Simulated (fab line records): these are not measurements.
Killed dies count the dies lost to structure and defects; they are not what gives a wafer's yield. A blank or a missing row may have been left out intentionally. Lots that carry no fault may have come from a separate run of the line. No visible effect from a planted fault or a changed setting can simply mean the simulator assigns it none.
Chamber matching + flow nand-harc + rie-diel-08 running NHARC_A_CONTACT_ETCH_92: 4 sister chambers
The step etches the open film in CH3F/O2, target depth 40 nm, time 85.7 s. 8 wafers are shown with their chamber, then 7 later ones without.

## WAFERS WITH THEIR CHAMBER
| wafer  | chamber | drypump-motor-current-A (A) | rf-vpp-V (V) |
|--------|---------|-----------------------------|--------------|
| L082.2 | 1       | 5.7                         | 246.1        |
| L082.3 | 2       | 5.5                         | 245.3        |
| L082.5 | 3       | 6.2                         | 244.5        |
| L084.1 | 2       | 5.4                         | 245.7        |
| L084.4 | 3       | 6.2                         | 246.0        |
| L084.6 | 1       | 5.7                         | 245.0        |
| L080.1 | 0       | 5.2                         | 242.8        |
| L080.5 | 0       | 5.2                         | 241.8        |

## WAFERS WITHOUT THEIR CHAMBER
| wafer  | drypump-motor-current-A (A) | rf-vpp-V (V) |
|--------|-----------------------------|--------------|
| L080.6 | 5.7                         | 246.1        |
| L085.2 | 5.2                         | 242.7        |
| L085.3 | 5.7                         | 246.2        |
| L085.6 | 5.2                         | 244.6        |
| L095.1 | 5.2                         | 244.5        |
| L095.2 | 5.5                         | 245.6        |
| L095.4 | 5.7                         | 247.6        |

## WHICH CHAMBER EACH ONE RAN IN
| wafer  | from the rows above | in truth |
|--------|---------------------|----------|
| L080.6 | 1                   | 1        |
| L085.2 | 0                   | 0        |
| L085.3 | 1                   | 1        |
| L085.6 | 0                   | 0        |
| L095.1 | 0                   | 0        |
| L095.2 | 2                   | 2        |
| L095.4 | 1                   | 1        |
Correct placement for 7 of the 7. Can't be placed from these rows: 0. Wrongly placed: 0.
How it was worked out, from the rows above alone: a wafer's distance from a chamber is the root of the sum, over the readings, of the square of ((its reading less the chamber's mean) divided by the reading's scatter). If the next closest chamber is less than 2 further off than the closest, the wafer can't be placed; otherwise it belongs to the closest. A chamber's mean is the mean of its shown wafers. The scatter: take each reading less its chamber's mean, square it, sum over the shown wafers, divide by the number of wafers less the number of chambers, and take the root.
